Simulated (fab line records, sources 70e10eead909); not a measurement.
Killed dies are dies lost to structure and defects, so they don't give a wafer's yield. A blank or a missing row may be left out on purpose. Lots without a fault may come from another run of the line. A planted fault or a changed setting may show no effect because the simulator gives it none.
Which tool did it? | flow nand_harc | 12 lots, 32 wafers sampled, at 6 steps of a route of 1159

WHAT THE GAUGES READ, wafer by wafer
NHARC_A_ONON_D1_THK_MEAS_30: measures by ellipsometry. Usual: thk_nm 998 nm, standard deviation 10.
lot  | measured     | on            | thk_nm (nm)    | flag
L326 | day 10 17:06 | film_metro-01 | 995 993 994    |
L329 | day 10 17:07 | film_metro-02 | 986 985 985    |
L330 | day 10 17:28 | film_metro-01 | 985 985 983    |
L328 | day 10 17:48 | film_metro-02 | 1004 1004 1004 |
L327 | day 10 17:49 | film_metro-01 | 1007 1008 1007 |
L333 | day 11 04:50 | film_metro-02 | 1020 1017 1017 |
L332 | day 11 05:52 | film_metro-02 | 1013 1015 1015 |
L337 | day 11 15:52 | film_metro-02 | 998            |
L340 | day 11 23:47 | film_metro-02 | 1023           |
L342 | day 12 00:09 | film_metro-02 | 1007 1009 1008 |
L345 | day 12 15:37 | film_metro-01 | 986 986 987    |
L347 | day 12 21:23 | film_metro-02 | 995 994 995    |

NHARC_A_CHANNEL_HOLE_D1_INSPECT_40. Usual: raw_defect_count 57, standard deviation 15.
lot  | measured     | on                | raw_defect_count | flag
L326 | day 11 04:32 | defect_inspect-02 | 34 31 69         |
L329 | day 11 08:05 | defect_inspect-01 | 81 71 65         |
L330 | day 11 08:40 | defect_inspect-02 | 45 48 42         |
L328 | day 11 12:40 | defect_inspect-02 | 58 58 42         |
L327 | day 11 12:14 | defect_inspect-01 | 65 42 52         |
L333 | day 11 18:06 | defect_inspect-02 | 74 66 54         |
L332 | day 11 22:14 | defect_inspect-02 | 55 49 75         |
L337 | day 12 06:58 | defect_inspect-01 | 1086 1093        | OFF
L340 | day 12 11:08 | defect_inspect-01 | 1140 1142        | OFF
L342 | day 12 19:05 | defect_inspect-01 | 54 91 78         |
L345 | day 13 02:34 | defect_inspect-01 | 87 77 78         |
L347 | day 13 08:58 | defect_inspect-01 | 46 52 62         |

NHARC_END_SORT_01. Usual: killed_at_array 29, standard deviation 11; killed_at_other 0.5, standard deviation 0.85; killed_at_periphery 3.0, standard deviation 2.3; killed_dies 33, standard deviation 12; killed_open 3.3, standard deviation 1.9; killed_short 2.0, standard deviation 1.5.
lot  | measured     | on        | killed_at_array | killed_at_other | killed_at_periphery | killed_dies | killed_open | killed_short | flag
L337 | day 26 23:06 | prober-02 | 101             | 0               | 1                   | 102         | 2           | 3            | OFF
L340 | day 26 19:28 | prober-01 | 120             | 1               | 4                   | 125         | 2           | 1            | OFF

WHICH TOOL RAN EACH LOT (tool, then ch and the chambers of the sampled wafers, then the start)
lot  | NHARC_A_CHANNEL_HOLE_D1_ETCH_33  | NHARC_A_CHANNEL_FILL_D1_ALD_15                 | NHARC_A_CHANNEL_FILL_D1_ALD_16
L326 | har_etch-02 ch 0,1, day 11 02:39 | ald_sin_batch-02 ch 0, day 11 20:09 or earlier | ald_hk-01 ch 1,2,3, day 11 20:09
L329 | har_etch-01 ch 0,1, day 11 06:23 | ald_sin_batch-02 ch 0, day 11 20:25 or earlier | ald_hk-01 ch 1,3, day 11 20:25
L330 | har_etch-02 ch 0,1, day 11 06:47 | ald_sin_batch-02 ch 0, day 11 19:55 or earlier | ald_hk-01 ch 1,2, day 11 19:55
L328 | har_etch-02 ch 0,1, day 11 10:56 | ald_sin_batch-02 ch 0, day 12 02:53 or earlier | ald_hk-01 ch 0,1,2, day 12 02:53
L327 | har_etch-01 ch 0,1, day 11 10:31 | ald_sin_batch-02 ch 0, day 12 02:46 or earlier | ald_hk-01 ch 0,1, day 12 02:46
L333 | har_etch-01 ch 0,1, day 11 16:22 | ald_sin_batch-01 ch 0, day 12 07:19 or earlier | ald_hk-04 ch 0,1,2, day 12 07:19
L332 | har_etch-01 ch 0,1, day 11 20:34 | ald_sin_batch-03 ch 0, day 12 12:28 or earlier | ald_hk-02 ch 0,1,2, day 12 12:28
L337 | har_etch-02 ch 0, day 12 05:17   | ald_sin_batch-02 ch 0, day 13 02:56            | ald_hk-01 ch 1, day 13 05:01
L340 | har_etch-02 ch 0, day 12 09:24   | ald_sin_batch-02 ch 0, day 13 02:35 or earlier | ald_hk-02 ch 0, day 13 02:35
L342 | har_etch-01 ch 0,1, day 12 17:22 | ald_sin_batch-02 ch 0, day 13 07:37 or earlier | ald_hk-04 ch 0,1,2, day 13 07:37
L345 | har_etch-01 ch 0,1, day 13 00:50 | ald_sin_batch-02 ch 0, day 13 18:34 or earlier | ald_hk-01 ch 0,2, day 13 18:34
L347 | har_etch-01 ch 0,1, day 13 07:15 | ald_sin_batch-03 ch 0, day 13 21:51 or earlier | ald_hk-01 ch 1,2,3, day 13 21:51
- NHARC_A_CHANNEL_HOLE_D1_ETCH_33: etches the open film in C4F8/O2/Ar, time 90 s, target depth 400 nm.
- NHARC_A_CHANNEL_FILL_D1_ALD_15: deposits SiNx, target thk 2 nm, pulse time 60 s, ald cycles 19.
- NHARC_A_CHANNEL_FILL_D1_ALD_16: deposits SiO2, target thk 1.5 nm, pulse time 10 s, ald cycles 15.

WHAT THE TOOLS THEMSELVES READ (means of the sampled wafers that have a number; where no wafer has one, the mark that the record gives instead)
NHARC_A_CHANNEL_HOLE_D1_ETCH_33. Usual: drypump_motor_current_A 6.0 A, standard deviation 0.66; showerhead_plenum_p_Torr 3.77 Torr, standard deviation 0.071; temp_c -19.99 C, standard deviation 0.11; throttle_valve_pct 27.621 %, standard deviation 0.0085.
lot  | tool        | drypump_motor_current_A (A) | showerhead_plenum_p_Torr (Torr) | temp_c (C) | throttle_valve_pct (%) | flag
L326 | har_etch-02 | 5.5                         | 3.81                            | -20.03     | 27.613                 |
L329 | har_etch-01 | 6.8                         | 3.74                            | -20.09     | 27.622                 |
L330 | har_etch-02 | 5.5                         | 3.80                            | -19.99     | 27.625                 |
L328 | har_etch-02 | 5.4                         | 3.78                            | -19.96     | 27.634                 |
L327 | har_etch-01 | 6.7                         | 3.80                            | -19.89     | 27.620                 |
L333 | har_etch-01 | 6.7                         | 3.80                            | -20.00     | 27.627                 |
L332 | har_etch-01 | 6.7                         | 3.80                            | -19.89     | 27.620                 |
L337 | har_etch-02 | 5.3                         | 3.74                            | -20.05     | 27.622                 |
L340 | har_etch-02 | 5.3                         | 3.74                            | -20.01     | 27.618                 |
L342 | har_etch-01 | 6.8                         | 3.72                            | -20.04     | 27.624                 |
L345 | har_etch-01 | 6.7                         | 3.78                            | -19.96     | 27.620                 |
L347 | har_etch-01 | 6.7                         | 3.72                            | -20.05     | 27.625                 |

NHARC_A_CHANNEL_FILL_D1_ALD_15. Usual: chamber_pressure_Torr 2.000 Torr, standard deviation 0.0043; precursor_pulse_height_rel 1.000, standard deviation 0.019.
lot  | tool             | chamber_pressure_Torr (Torr) | precursor_pulse_height_rel | flag
L326 | ald_sin_batch-02 | 2.001                        | 1.013                      |
L329 | ald_sin_batch-02 | 2.001                        | 1.004                      |
L330 | ald_sin_batch-02 | 2.001                        | 1.007                      |
L328 | ald_sin_batch-02 | 2.002                        | 1.005                      |
L327 | ald_sin_batch-02 | 1.995                        | 1.005                      |
L333 | ald_sin_batch-01 | 1.995                        | 0.997                      |
L332 | ald_sin_batch-03 | 1.998                        | 1.002                      |
L337 | ald_sin_batch-02 | 2.001                        | 0.974                      |
L340 | ald_sin_batch-02 | 1.993                        | 1.002                      |
L342 | ald_sin_batch-02 | 2.004                        | 1.000                      |
L345 | ald_sin_batch-02 | 2.002                        | 1.018                      |
L347 | ald_sin_batch-03 | 2.003                        | 1.004                      |

NHARC_A_CHANNEL_FILL_D1_ALD_16. Usual: heater_power_w 445 W, standard deviation 35; precursor_pulse_height_rel 0.997, standard deviation 0.019.
lot  | tool      | heater_power_w (W) | precursor_pulse_height_rel | flag
L326 | ald_hk-01 | 447                | 1.005                      |
L329 | ald_hk-01 | 432                | 1.005                      |
L330 | ald_hk-01 | 460                | 0.985                      |
L328 | ald_hk-01 | 455                | 0.980                      |
L327 | ald_hk-01 | 446                | 0.992                      |
L333 | ald_hk-04 | 439                | 0.997                      |
L332 | ald_hk-02 | 430                | 1.002                      |
L337 | ald_hk-01 | 452                | 0.996                      |
L340 | ald_hk-02 | 493                | 1.044                      |
L342 | ald_hk-04 | 431                | 0.991                      |
L345 | ald_hk-01 | 466                | 0.985                      |
L347 | ald_hk-01 | 444                | 1.003                      |

THE ANSWER, worked out from the rows above alone
Rule: a lot is off if the mean of its wafers that have a number lies more than 3 standard deviations from the usual mean. A lot without any number at a reading at which 4 lots or more have one is off too. The other lots that the step has rows for count as sound. The gauges are gone through in route order, then the tools' own readings, and for those a lot's mean is taken as printed above. The first step at which some lot is off is used, and at that step the reading that is off furthest; a lot without a number counts as furthest.
Off: L337, L340, at NHARC_A_CHANNEL_HOLE_D1_INSPECT_40 (raw_defect_count).
A tool fits if, at a process step before that reading, it ran every lot that is off, and no sound lot after the first of them. The gauges at NHARC_A_CHANNEL_HOLE_D1_INSPECT_40 aren't tried: what is off there is off at NHARC_END_SORT_01 too, on other tools, and a gauge's error can't cause that. One fits: har_etch-02 at NHARC_A_CHANNEL_HOLE_D1_ETCH_33. Its last sound lot is L328 (day 11 10:56), its first lot that is off L337 (day 12 05:17): a fault that began between those two fits.

WHAT THE SIMULATOR HAD PUT IN
Chamber particle source: har_etch-02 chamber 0, from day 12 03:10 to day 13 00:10, at NHARC_A_CHANNEL_HOLE_D1_ETCH_33. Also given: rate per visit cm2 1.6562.
Lots struck among those shown: L337, L340. The rule above found the same.
